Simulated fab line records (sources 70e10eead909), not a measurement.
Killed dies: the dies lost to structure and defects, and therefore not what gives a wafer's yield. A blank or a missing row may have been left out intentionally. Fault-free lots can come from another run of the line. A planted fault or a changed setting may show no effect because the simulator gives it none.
fab line records ; flow nandHarc
record lots=6; wafers=18; lastDay=33
route steps=1302 shown A_BLC@1120
lots that met no fault: from a run of the same line without faults
startH: the number of hours between the record's first day and the start of the first shown wafer of the lot ; waitH: how many hours have passed since the lot's step before this one ; " the same as in the row above ; L1.1+2: one row covering several wafers at once ; - either no value or no given start ; * or withheld: withheld ; < > ~ a bound
route shown NAME@n: names a module that has steps shown in the file, with the first one's number in the route ; usual: mean and standard deviation over wafers with no fault ; same: alike in all rows ; chamber/n: place in a boat ; sites: per-site readings ; _std_site: their standard deviation ; _edge_site: inner sites' mean taken away from outer sites' mean ; radiusMm: how far each site lies from the wafer's centre ; mask NAME#n: copy n ; behind: the last tool/chamber to shape the wafer ; hold: why the lot was held/for how many hours/how that ended ; device: names the non-switching transistor (n, p or np) ; end of line: the tests these same wafers got at the end of their route ; a step without rows: its recipe alone ; killed: the dies lost at the first sort to structure and to defects; this is not the yield of the wafer ; map: dies across one wafer; x = killed, . = not, _ = none there
set.NAME: setting as actually run; set.NAME@STEP: the setting as run at that earlier step ; model.NAME: the simulator's own value behind a step, which no gauge read
lots at some steps of the route; a table a step, a row a wafer
services: the hour from which a tool's chamber was out of use, counted from the record's first day as startH (under 0 if before that day), plus the number of hours and why
## steps
# step NHARC_A_BLC_DESCUM_15
# recipe timeS=3; o2FlowSccm=200; arFlowSccm=0; biasPowerW=0; chemistry=O2
# usual drypumpMotorCurrentA=6.0/0.34; oesProductAu=1.005/0.012; rfVppV=57.8/0.82; showerheadPlenumPTorr=1.87/0.075; throttleValvePct=11.312/0.0094
lot.wafer;tool;chamber;startH;waitH;drypumpMotorCurrentA;oesProductAu;rfHoursCounterH;rfVppV;showerheadPlenumPTorr;throttleValvePct
L929.4;rieDiel-09;2;512.25;0.1;6.0;1.004;1;58.1;1.86;11.294
L929.3;rieDiel-09;3;512.25;0.1;6.1;1.006;1;57.2;1.84;11.329
L929.6;rieDiel-09;2;512.25;0.1;6.0;1.008;-;57.5;1.86;11.315
L931.4;rieDiel-09;3;528.02;0.1;6.1;0.995;1;58.8;1.84;11.304
L931.2;rieDiel-09;0;528.02;0.1;6.0;1.022;1;56.9;1.79;11.299
L931.5;rieDiel-09;2;528.02;0.1;6.0;1.003;-;57.0;1.86;11.312
L942.3;rieDiel-09;0;645.20;0.1;6.0;1.003;8;56.4;1.79;11.315
L942.4;rieDiel-09;3;645.20;0.1;6.0;1.008;-;56.5;1.84;11.318
L942.5;rieDiel-09;0;645.20;0.1;5.9;1.012;-;57.0;1.79;11.317
L943.1;rieDiel-09;3;661.24;0.1;6.1;1.008;10;59.2;1.84;11.310
L943.2;rieDiel-09;1;661.24;0.1;5.7;1.026;9;58.6;2.01;11.301
L943.4;rieDiel-09;1;661.24;0.1;5.7;0.999;-;58.0;2.01;11.329
L948.1;rieDiel-09;2;701.07;0.1;6.0;1.009;1;58.1;1.86;11.311
L948.2;rieDiel-09;0;701.07;0.1;6.0;1.027;1;58.3;1.79;11.302
L948.4;rieDiel-09;2;701.07;0.1;6.1;1.017;-;58.6;1.86;11.312
L952.2;rieDiel-03;0;755.40;0.1;5.7;0.983;8;57.6;1.80;11.300
L952.5;rieDiel-03;0;755.40;0.1;5.7;0.984;-;56.1;1.80;11.310
L952.6;rieDiel-03;2;755.40;0.1;5.9;1.028;-;56.0;1.79;11.324
# step NHARC_A_BLC_ETCH_16
# recipe targetDepthA=390; overEtchFrac=0.3; timeS=65; ionEnergyEv=80; cf4FlowSccm=150; arFlowSccm=0; rfW=300; biasW=100; chemistry=CF4
# usual drypumpMotorCurrentA=6.0/0.32; oesProductAu=1.004/0.011; rfVppV=150.8/1.2; showerheadPlenumPTorr=1.74/0.065; throttleValvePct=13.284/0.0085
lot.wafer;tool;chamber;startH;waitH;drypumpMotorCurrentA;oesProductAu;rfHoursCounterH;rfVppV;showerheadPlenumPTorr;throttleValvePct
L929.3;rieDiel-09;1;512.34;0.1;5.7;0.998;1;151.8;1.86;13.293
L929.4;rieDiel-09;2;512.34;0.1;6.0;1.001;1;150.6;1.72;13.278
L929.6;rieDiel-09;1;512.34;0.1;5.7;1.002;-;154.3;1.86;13.288
L931.4;rieDiel-09;3;528.10;0.1;6.1;1.008;1;151.8;1.71;13.286
L931.2;rieDiel-09;0;528.10;0.1;6.0;1.024;1;150.0;1.66;13.280
L931.5;rieDiel-09;2;528.10;0.1;6.0;0.998;-;151.2;1.72;13.274
L942.3;rieDiel-09;3;645.28;0.1;6.1;0.998;8;150.5;1.71;13.289
L942.4;rieDiel-09;1;645.28;0.1;5.7;1.003;-;153.3;1.85;13.285
L942.5;rieDiel-09;3;645.28;0.1;6.0;1.007;-;150.0;1.71;13.294
L943.1;rieDiel-09;0;661.34;0.1;5.9;0.998;10;151.0;1.66;13.280
L943.2;rieDiel-09;1;661.34;0.1;5.7;1.007;9;152.2;1.85;13.292
L943.4;rieDiel-09;3;661.34;0.1;6.1;1.003;-;150.7;1.71;13.296
L948.2;rieDiel-09;0;701.17;0.1;6.0;1.019;1;149.7;1.66;13.271
L948.1;rieDiel-09;2;701.17;0.1;6.0;1.002;1;150.5;1.72;13.282
L948.4;rieDiel-09;0;701.17;0.1;6.0;1.015;-;148.4;1.66;13.280
L952.2;rieDiel-03;3;755.50;0.1;6.2;1.007;9;152.3;1.76;13.282
L952.6;rieDiel-03;0;755.50;0.1;5.7;0.986;-;150.5;1.67;13.291
L952.5;rieDiel-03;2;755.50;0.1;6.0;1.017;-;149.3;1.67;13.287
# step NHARC_A_BLC_ETCH_17
# recipe targetDepthA=3900; overEtchFrac=0.25; timeS=609.38; ionEnergyEv=200; n2FlowSccm=150; h2FlowSccm=150; arFlowSccm=0; rfW=400; biasW=150; chemistry=N2/H2
# usual drypumpMotorCurrentA=6.0/0.35; oesProductAu=1.005/0.011; rfVppV=429.3/2.4; showerheadPlenumPTorr=2.00/0.084; throttleValvePct=14.171/0.0087
lot.wafer;tool;chamber;startH;waitH;drypumpMotorCurrentA;oesProductAu;rfHoursCounterH;rfVppV;showerheadPlenumPTorr;throttleValvePct
L929.3;rieDiel-09;1;-;-;5.7;0.997;1;434.4;2.15;14.173
L929.4;rieDiel-09;2;-;-;6.0;1.002;1;429.8;1.98;14.169
L929.6;rieDiel-09;0;-;-;6.0;1.018;-;425.8;1.91;14.176
L931.4;rieDiel-09;0;-;-;6.0;1.034;1;426.1;1.91;14.175
L931.2;rieDiel-09;1;-;-;5.7;1.003;1;434.0;2.15;14.160
L931.5;rieDiel-09;0;-;-;6.0;1.025;-;424.9;1.91;14.180
L942.3;rieDiel-09;1;-;-;5.7;1.002;8;434.5;2.15;14.156
L942.5;rieDiel-09;3;-;-;6.1;1.000;-;428.9;1.96;14.165
L942.4;rieDiel-09;1;-;-;5.6;1.005;-;432.3;2.15;14.154
L943.2;rieDiel-09;1;-;-;5.7;1.011;9;432.6;2.15;14.168
L943.1;rieDiel-09;0;-;-;6.0;1.007;10;426.9;1.90;14.176
L943.4;rieDiel-09;1;-;-;5.7;1.013;-;433.3;2.15;14.163
L948.2;rieDiel-09;0;-;-;6.0;1.036;1;426.4;1.90;14.168
L948.1;rieDiel-09;1;-;-;5.7;1.003;1;432.6;2.15;14.163
L948.4;rieDiel-09;1;-;-;5.7;1.010;-;432.0;2.15;14.174
L952.2;rieDiel-03;0;-;-;5.7;0.979;8;427.3;1.92;14.175
L952.6;rieDiel-03;3;-;-;6.2;0.994;-;429.7;2.03;14.179
L952.5;rieDiel-03;2;-;-;5.9;1.010;-;426.6;1.91;14.174
# step NHARC_A_BLC_ETCH_18
# recipe targetDepthA=9100; c4f8FlowSccm=20; o2FlowSccm=10; arFlowSccm=withheld; rfW=600; biasW=1500; chemistry=C4F8/O2/Ar
# step NHARC_A_BLC_CD_MEAS_19
# usual cdNm=99.9/2.8
lot.wafer;tool;chamber;startH;waitH;cdNm
L929.3;cdSem-01;-;513.23;-;95.5
L929.4;cdSem-01;-;513.23;-;100.7
L929.6;cdSem-01;-;513.23;-;101.0
L931.2;cdSem-02;-;528.98;-;97.5
L931.4;cdSem-02;-;528.98;-;100.6
L931.5;cdSem-02;-;528.98;-;101.0
L942.3;cdSem-01;-;646.33;-;96.2
L942.4;cdSem-01;-;646.33;-;95.7
L942.5;cdSem-01;-;646.33;-;100.8
L943.1;cdSem-01;-;662.39;-;99.2
L943.2;cdSem-01;-;662.39;-;101.0
L943.4;cdSem-01;-;662.39;-;98.0
L948.1;cdSem-01;-;702.21;-;108.7
L948.2;cdSem-01;-;702.21;-;97.7
L948.4;cdSem-01;-;702.21;-;108.6
L952.2;cdSem-02;-;756.55;-;99.1
L952.5;cdSem-02;-;756.55;-;100.6
L952.6;cdSem-02;-;756.55;-;101.2
# step NHARC_A_BLC_STRIP_29
# recipe cf4FlowSccm=150; arFlowSccm=0; biasW=0; chemistry=CF4
# usual drypumpMotorCurrentA=6.0/0.39; oesProductAu=1.002/0.014; rfVppV=59.3/0.93; showerheadPlenumPTorr=1.74/0.059; throttleValvePct=13.284/0.009
lot.wafer;tool;chamber;startH;waitH;drypumpMotorCurrentA;oesProductAu;rfHoursCounterH;rfVppV;showerheadPlenumPTorr;throttleValvePct
L929.4;rieDiel-03;0;513.30;0.1;5.7;1.005;4;58.4;1.68;13.299
L929.3;rieDiel-03;2;513.30;0.1;5.9;1.019;3;58.1;1.67;13.283
L929.6;rieDiel-03;0;513.30;0.1;5.7;1.013;-;58.9;1.68;13.272
L931.2;rieDiel-09;2;529.05;0.1;6.0;1.000;1;59.1;1.72;13.285
L931.4;rieDiel-09;3;529.05;0.1;6.1;1.014;2;59.4;1.71;13.288
L931.5;rieDiel-09;2;529.05;0.1;6.0;1.002;-;59.5;1.72;13.287
L942.3;rieDiel-03;2;646.42;0.1;5.9;1.020;0;59.1;1.67;13.281
L942.4;rieDiel-03;3;646.42;0.1;6.2;0.991;0;59.4;1.76;13.287
L942.5;rieDiel-03;0;646.42;0.1;5.7;0.987;-;58.1;1.68;13.283
L943.2;rieDiel-07;3;662.46;0.1;5.0;1.004;1;59.8;1.74;13.280
L943.4;rieDiel-07;0;662.46;0.1;5.5;0.983;1;58.6;1.82;13.278
L943.1;rieDiel-07;1;662.46;0.1;6.3;1.012;1;58.6;1.79;13.284
L948.2;rieDiel-09;1;702.29;0.1;5.7;1.015;2;59.2;1.85;13.287
L948.1;rieDiel-09;2;702.29;0.1;6.0;1.022;1;58.5;1.72;13.274
L948.4;rieDiel-09;1;702.29;0.1;5.7;1.020;-;60.4;1.85;13.285
L952.2;rieDiel-03;3;756.64;0.1;6.2;1.003;9;59.6;1.76;13.279
L952.6;rieDiel-03;3;756.64;0.1;6.2;1.005;-;60.6;1.76;13.284
L952.5;rieDiel-03;0;756.64;0.1;5.7;0.997;-;59.7;1.67;13.296
# step NHARC_A_BLC_STRIP_21
# recipe o2FlowSccm=500; arFlowSccm=0; biasW=0; chemistry=O2
# usual drypumpMotorCurrentA=6.0/0.39; oesProductAu=1.003/0.012; rfVppV=57.7/0.92; showerheadPlenumPTorr=3.46/0.11; throttleValvePct=17.036/0.0074
lot.wafer;tool;chamber;startH;waitH;drypumpMotorCurrentA;oesProductAu;rfHoursCounterH;rfVppV;showerheadPlenumPTorr;throttleValvePct
L929.3;rieDiel-03;0;513.40;0.1;5.7;1.008;4;56.4;3.35;17.049
L929.4;rieDiel-03;1;513.40;0.1;6.6;1.012;3;57.2;3.57;17.034
L929.6;rieDiel-03;0;513.40;0.1;5.7;0.995;-;57.2;3.35;17.037
L931.4;rieDiel-09;2;529.16;0.1;6.1;1.006;1;58.8;3.44;17.028
L931.2;rieDiel-09;3;529.16;0.1;6.1;1.009;2;57.0;3.41;17.032
L931.5;rieDiel-09;2;529.16;0.1;6.0;1.004;-;57.2;3.43;17.027
L942.3;rieDiel-03;1;646.52;0.1;6.7;0.981;0;59.5;3.57;17.017
L942.4;rieDiel-03;2;646.52;0.1;6.0;1.011;0;56.6;3.33;17.034
L942.5;rieDiel-03;0;646.52;0.1;5.8;0.999;-;58.0;3.34;17.043
L943.4;rieDiel-07;2;662.57;0.1;6.2;1.000;1;57.7;3.41;17.043
L943.1;rieDiel-07;3;662.57;0.1;5.0;1.005;1;58.2;3.47;17.036
L943.2;rieDiel-07;1;662.57;0.1;6.3;1.012;1;57.3;3.57;17.031
L948.2;rieDiel-09;0;702.42;0.1;6.0;1.039;2;55.8;3.31;17.033
L948.1;rieDiel-09;2;702.42;0.1;6.0;1.013;1;57.8;3.43;17.026
L948.4;rieDiel-09;2;702.42;0.1;6.0;1.007;-;57.3;3.43;17.038
L952.2;rieDiel-03;3;756.76;0.1;6.2;0.999;9;57.2;3.51;17.035
L952.5;rieDiel-03;2;756.76;0.1;5.9;1.022;-;57.4;3.32;17.050
L952.6;rieDiel-03;0;756.76;0.1;5.8;0.993;-;57.2;3.34;17.034
# step NHARC_A_BLC_STRIP_22
# recipe timeS=600; tempC=30; chemistry=postEtchResidueRemover
# step NHARC_A_BLC_DEGAS_30
# recipe tempC=300; timeS=60
# step NHARC_A_BLC_PRE_CLEAN_31
# recipe timeS=15; biasV=250; gas=Ar
# step NHARC_A_BLC_PVD_32
# recipe targetThkA=50; chamberPressurePa=5; powerW=5000; substrateTempC=200; timeS=17.7; material=Ti
# step NHARC_A_BLC_ALD_23
# recipe targetThkA=30; pulseTimeS=1; aldCycles=150; tempC=450; material=TiN
# step NHARC_A_BLC_CVD_24
# recipe targetThkA=1500; tempC=300; pressureTorr=40; wf6FlowSccm=40; h2FlowSccm=1600; arFlowSccm=1560; timeS=434; material=W
# usual heaterPowerW=462/18; mfcH2Sccm=1600/5; throttleValvePct=7.8/0.42
lot.wafer;tool;chamber;startH;waitH;heaterPowerW;mfcH2Sccm;sinceWetCleanH;throttleValvePct
L929.4;cvdW-02;1;514.59;-;444;1600;-;8.0
L929.3;cvdW-02;0;514.59;-;468;1599;-;7.2
L929.6;cvdW-02;1;514.59;-;454;1596;-;7.9
L929.4;cvdW-02;1;515.28;0.6;472;1599;-;8.0
L929.3;cvdW-02;0;515.28;0.6;466;1609;-;6.9
L929.6;cvdW-02;1;515.28;0.6;462;1599;-;7.9
L931.2;cvdW-02;1;530.04;-;452;1609;67;8.3
L931.4;cvdW-02;0;530.04;-;471;1597;-;7.0
L931.5;cvdW-02;0;530.04;-;465;1597;-;7.3
L931.2;cvdW-02;1;530.74;0.6;450;1600;-;8.1
L931.4;cvdW-02;0;530.74;0.6;465;1601;-;7.1
L931.5;cvdW-02;0;530.74;0.6;468;1602;-;7.5
L942.4;cvdW-02;1;647.51;-;441;1594;-;8.1
L942.3;cvdW-02;0;647.51;-;462;1591;-;7.1
L942.5;cvdW-02;0;647.51;-;448;1605;-;7.6
L943.2;cvdW-01;0;663.48;-;490;1604;104;8.2
L943.1;cvdW-01;1;663.48;-;477;1600;104;7.8
L943.4;cvdW-01;1;663.48;-;462;1601;-;7.4
L948.2;cvdW-01;0;703.30;-;495;1597;143;8.5
L948.1;cvdW-01;1;703.30;-;456;1600;143;7.7
L948.4;cvdW-01;0;703.30;-;474;1597;-;8.1
L952.2;cvdW-02;1;757.63;-;442;1597;114;8.4
L952.5;cvdW-02;1;757.63;-;436;1601;-;8.6
L952.6;cvdW-02;0;757.63;-;463;1590;-;7.4
# step NHARC_A_BLC_CMP_25
# recipe tOverpolishS=30; targetThkNm=150
# usual edgeZonePressureFrac=1.000/0.0049; motorCurrentA=11.6/1; overpolishRunS=29.999/0.0092; retainingRingPressureFrac=1.000/0.0048; timeToEndpointS=29/3.8
lot.wafer;tool;chamber;startH;waitH;edgeZonePressureFrac;motorCurrentA;overpolishRunS;retainingRingPressureFrac;timeToEndpointS
L929.4;cmp-04;0;515.75;0.4;0.998;11.6;29.999;1.005;63
L929.3;cmp-04;1;515.75;0.4;1.006;10.0;29.988;1.001;49
L929.6;cmp-04;0;515.75;0.4;0.998;10.8;30.004;1.005;63
L931.2;cmp-01;1;531.35;0.5;0.998;11.7;30.011;1.003;65
L931.4;cmp-01;3;531.35;0.5;0.998;11.5;29.994;1.009;57
L931.5;cmp-01;1;531.35;0.5;1.001;12.0;29.981;1.005;64
L942.3;cmp-02;3;647.89;0.2;1.001;9.8;30.001;1.001;23
L942.4;cmp-02;0;647.89;0.2;1.002;13.1;30.008;1.006;29
L942.5;cmp-02;3;647.89;0.2;0.994;10.1;30.014;0.997;26
L943.1;cmp-04;2;664.04;0.4;0.997;11.0;30.013;0.992;31
L943.2;cmp-04;3;664.04;0.4;1.007;11.4;29.991;1.005;27
L943.4;cmp-04;0;664.04;0.4;1.000;12.0;29.988;1.001;34
L948.2;cmp-01;2;703.83;0.5;0.999;11.0;29.998;1.008;30
L948.1;cmp-01;3;703.83;0.5;0.993;11.4;29.979;0.994;30
L948.4;cmp-01;0;703.83;0.5;1.004;13.8;30.011;1.010;31
L952.2;cmp-04;0;758.18;0.5;1.006;12.0;30.003;0.993;35
L952.6;cmp-04;3;758.18;0.5;0.999;12.2;30.003;1.008;31
L952.5;cmp-04;0;758.18;0.5;1.003;11.3;29.988;0.999;31
## services
tool;chamber;startH;hours;kind
rieDiel-09;-;491.30;1.5;repair
rieDiel-09;-;497.31;9.0;pm
cmp-04;-;503.08;4.0;pm
cmp-01;-;512.61;1.2;repair
rieDiel-09;-;517.32;0.3;repair
rieDiel-09;3;533.60;1.4;repair
cvdW-01;-;547.00;13.0;pm
cvdW-01;1;569.89;21.2;repair
cmp-04;-;574.04;0.9;repair
cmp-01;-;577.50;4.0;pm
rieDiel-07;3;594.49;7.4;repair
cmp-04;-;597.14;0.9;repair
cmp-04;-;601.08;4.0;pm
rieDiel-03;3;614.82;6.3;repair
rieDiel-09;2;624.18;10.4;repair
cvdW-02;-;631.00;13.0;pm
rieDiel-03;-;635.30;9.0;pm
rieDiel-09;2;644.35;24.0;repair
rieDiel-09;-;674.31;9.0;pm
cmp-04;-;691.07;0.7;repair
rieDiel-09;3;695.57;12.7;repair
cmp-04;-;699.08;4.0;pm
rieDiel-03;0;702.93;3.4;repair
rieDiel-03;1;754.22;4.2;repair
## key
firstSign step=NHARC_A_BLC_CVD_24; reading=visit; direction=added
effect step=NHARC_A_BLC_CMP_25; reading=timeToEndpointS; direction=up; sigmas=8.1; usual=*; struck=*
metAt NHARC_A_BLC_CVD_24
struckWafers L929.3,L929.4,L929.6,L931.2,L931.4,L931.5
sortLeftOut L929.3,L929.4,L929.6,L931.2,L931.4,L931.5
testerLeftOut L929,L931
fault kind=repeatedStepWhole; tool=cvdW-01,cvdW-02; chamber=-; onsetH=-; steps=NHARC_A_BLC_CVD_24; times=1; scope=struckLotsOnly
# testerLeftOut: of these lots the tester's yield and bins aren't shown, on N5 and GAA mostly nor the transistor test; their killed dies are dies lost to structure and defects alone, not to doping, threshold or leakage, so they don't give the yield
# sortLeftOut: the simulated sort isn't trusted on such a fault, so these wafers' sort isn't shown, and their yield isn't known
